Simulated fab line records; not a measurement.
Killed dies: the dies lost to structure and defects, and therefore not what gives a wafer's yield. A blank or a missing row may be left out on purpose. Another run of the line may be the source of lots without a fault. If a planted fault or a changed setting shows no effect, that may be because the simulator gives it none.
Chamber matching | flow n5Finfet | uvCure-02 running N5_BEOL_M5_CURE_80: 3 sister chambers
The step cures SiCOH lowk, time 120 s. 16 wafers are shown with their chamber, then 8 later ones without.

EACH WAFER AND ITS CHAMBER
wafer  | chamber | wafer_temp_C_max | lampPowerPct (%)
L079.3 | 1       | 371.4            | 52.14
L079.4 | 1       | 371.1            | 52.29
L079.6 | 1       | 370.8            | 52.33
L077.2 | 2       | 372.3            | 52.22
L077.3 | 2       | 371.9            | 52.26
L077.6 | 2       | 372.9            | 52.35
L082.1 | 0       | 371.0            | 52.37
L082.2 | 0       | 370.8            | 52.27
L082.6 | 0       | 371.2            | 52.39
L085.1 | 2       | 371.6            | 52.29
L085.2 | 2       | 371.7            | 52.37
L085.6 | 2       | 371.9            | 52.25
L083.1 | 0       | 371.4            | 52.34
L083.3 | 0       | 371.4            | 52.21
L083.5 | 0       | 371.1            | 52.25
L088.1 | 2       | 371.9            | 52.36

SIGNATURES, as means of the wafers listed above
reading          | chamber 0 | chamber 1 | chamber 2 | scatter within a chamber
wafer_temp_C_max | 371.150   | 371.100   | 372.029   | 0.354
lampPowerPct     | 52.3050   | 52.2533   | 52.3000   | 0.0721
Rule: for each reading, subtract the chamber's mean from the wafer's reading, divide by that reading's scatter and square the result; add these up over the readings and take the root, which gives the wafer's distance from the chamber. If the next closest chamber is less than 2 further off than the closest, the wafer can't be placed; otherwise it belongs to the closest. How the scatter is found: for the shown wafers, subtract from each reading the mean of its chamber, square and add these, divide the total by (wafers less chambers), then take the root.

WAFERS WITHOUT THEIR CHAMBER
wafer  | wafer_temp_C_max | lampPowerPct (%)
L088.2 | 372.0            | 52.39
L088.5 | 372.3            | 52.26
L090.1 | 371.1            | 52.30
L090.4 | 371.2            | 52.32
L090.5 | 370.8            | 52.42
L093.3 | 371.8            | 52.39
L093.5 | 371.8            | 52.18
L093.6 | 371.9            | 52.32

WHICH CHAMBER EACH ONE RAN IN
wafer  | from the rows above          | in truth
L088.2 | can't be placed: 2 or 0 or 1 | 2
L088.5 | 2                            | 2
L090.1 | can't be placed: 0 or 1      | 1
L090.4 | can't be placed: 0 or 1      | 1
L090.5 | can't be placed: 0 or 1 or 2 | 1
L093.3 | can't be placed: 2 or 0 or 1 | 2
L093.5 | can't be placed: 2 or 1 or 0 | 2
L093.6 | can't be placed: 2 or 0 or 1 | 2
1 of 8 placed correctly. These rows do not allow placing 7 (true chamber among the candidates in 7). Placed wrongly: 0.
